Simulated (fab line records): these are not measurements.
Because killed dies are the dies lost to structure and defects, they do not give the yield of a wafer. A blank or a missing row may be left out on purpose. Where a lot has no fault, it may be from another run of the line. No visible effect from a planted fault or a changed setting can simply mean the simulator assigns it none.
Matching of chambers	flow nand-harc	NHARC_A_STAIRCASE_DEP_156 on pecvd-04 has 3 sister chambers
The step deposits SiNx, target thk 50 nm. 20 wafers are shown with their chamber, then 10 later ones without.

## WAFERS, EACH WITH ITS CHAMBER
wafer	chamber	heater-power-w (W)	susceptor-temp-C (C)
L074.1	0	703	399.92
L074.5	2	613	400.09
L074.6	0	717	400.01
L075.1	2	585	399.94
L075.2	0	690	399.69
L075.4	0	711	400.00
L078.1	1	704	400.25
L078.2	0	739	399.95
L078.6	1	703	400.01
L081.1	1	706	400.10
L081.5	2	602	399.85
L081.6	1	700	399.87
L083.4	2	559	400.05
L083.5	0	725	399.88
L083.6	1	681	399.83
L087.1	1	786	399.69
L087.4	1	760	399.93
L087.6	2	580	399.92
L089.3	0	600	399.94
L089.4	1	733	399.97

SIGNATURES (averages over the wafers above)
reading	chamber 0	chamber 1	chamber 2	scatter within a chamber
heater-power-w	697.86	721.62	587.80	36.9
susceptor-temp-C	399.9129	399.9563	399.9700	0.136
Rule: for each reading, subtract the chamber's mean from the wafer's reading, divide by that reading's scatter and square the result; add these up over the readings and take the root, which gives the wafer's distance from the chamber. If the next closest chamber is less than 2 further off than the closest, the wafer can't be placed; otherwise it belongs to the closest. The scatter: the root of (the sum of the squares of (reading less its chamber's mean) over the shown wafers, divided by (wafers less chambers)).

## WAFERS WHOSE CHAMBER IS MISSING
wafer	heater-power-w (W)	susceptor-temp-C (C)
L089.6	558	399.96
L091.1	544	400.06
L091.3	756	400.09
L091.6	741	399.88
L094.2	587	400.16
L094.3	721	400.00
L094.6	631	399.97
L096.3	750	400.04
L096.4	720	399.85
L096.6	756	399.74

## THE CHAMBER EACH PASSED THROUGH
wafer	from the rows above	in truth
L089.6	2	2
L091.1	2	2
L091.3	can't be placed: 1 or 0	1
L091.6	can't be placed: 1 or 0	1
L094.2	2	2
L094.3	can't be placed: 1 or 0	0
L094.6	can't be placed: 2 or 0 or 1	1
L096.3	can't be placed: 1 or 0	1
L096.4	can't be placed: 0 or 1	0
L096.6	can't be placed: 1 or 0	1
3 of 10 placed correctly. Cannot be placed on the basis of these rows: 7; the candidates contain the true chamber in 7. 0 placed wrongly.
